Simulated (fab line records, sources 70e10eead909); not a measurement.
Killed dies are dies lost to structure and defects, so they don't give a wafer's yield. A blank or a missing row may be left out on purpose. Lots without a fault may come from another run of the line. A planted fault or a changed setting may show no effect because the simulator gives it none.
Chamber matching | flow nand_harc | NHARC_A_CONTACT_ALD_18 on ald_metal-03: 4 sister chambers
The step deposits TiN, target thk 3 nm, pulse time 1 s, ald cycles 150. 16 wafers are shown with their chamber, then 8 later ones without.

WAFERS WITH THEIR CHAMBER
wafer  | chamber | heater_power_w (W) | precursor_pulse_height_rel
L083.2 | 1       | 1069               | 0.979
L083.3 | 3       | 1115               | 0.984
L083.4 | 0       | 1173               | 0.996
L083.1 | 2       | 1063               | 1.010
L083.5 | 1       | 1067               | 1.022
L083.6 | 0       | 1174               | 1.012
L084.1 | 3       | 1137               | 0.958
L084.5 | 3       | 1127               | 0.997
L084.6 | 1       | 1060               | 1.006
L088.2 | 3       | 1166               | 0.994
L088.3 | 1       | 1038               | 0.999
L088.5 | 2       | 1095               | 1.002
L091.2 | 2       | 1055               | 1.017
L091.5 | 1       | 1068               | 1.023
L091.6 | 0       | 1169               | 1.020
L092.2 | 3       | 1126               | 0.977

SIGNATURES (means of the wafers above)
reading                    | chamber 0 | chamber 1 | chamber 2 | chamber 3 | scatter within a chamber
heater_power_w             | 1172.00   | 1060.40   | 1071.00   | 1134.20   | 16.1
precursor_pulse_height_rel | 1.00933   | 1.00580   | 1.00967   | 0.98200   | 0.015
Rule: a wafer's distance from a chamber is the root of the sum, over the readings, of the square of ((its reading less the chamber's mean) divided by the reading's scatter). The wafer belongs to the nearest chamber; if the next one is less than 2 further off, it can't be placed. The scatter: the root of (the sum of the squares of (reading less its chamber's mean) over the shown wafers, divided by (wafers less chambers)).

WAFERS WITHOUT THEIR CHAMBER
wafer  | heater_power_w (W) | precursor_pulse_height_rel
L092.4 | 1067               | 0.997
L092.5 | 1073               | 0.971
L096.1 | 1070               | 0.996
L096.2 | 1194               | 1.013
L096.4 | 1089               | 1.008
L094.1 | 1116               | 1.007
L094.3 | 1070               | 0.996
L094.5 | 1053               | 0.991

WHICH CHAMBER EACH WENT THROUGH
wafer  | from the rows above               | in truth
L092.4 | can't be placed: 1 or 2           | 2
L092.5 | can't be placed: 1 or 2 or 3      | 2
L096.1 | can't be placed: 1 or 2           | 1
L096.2 | 0                                 | 0
L096.4 | can't be placed: 2 or 1           | 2
L094.1 | can't be placed: 3 or 2 or 1 or 0 | 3
L094.3 | can't be placed: 1 or 2           | 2
L094.5 | can't be placed: 1 or 2           | 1
Placed correctly: 1 of 8. Can't be placed from these rows: 7 (the true chamber is among the candidates in 7). Placed wrongly: 0.
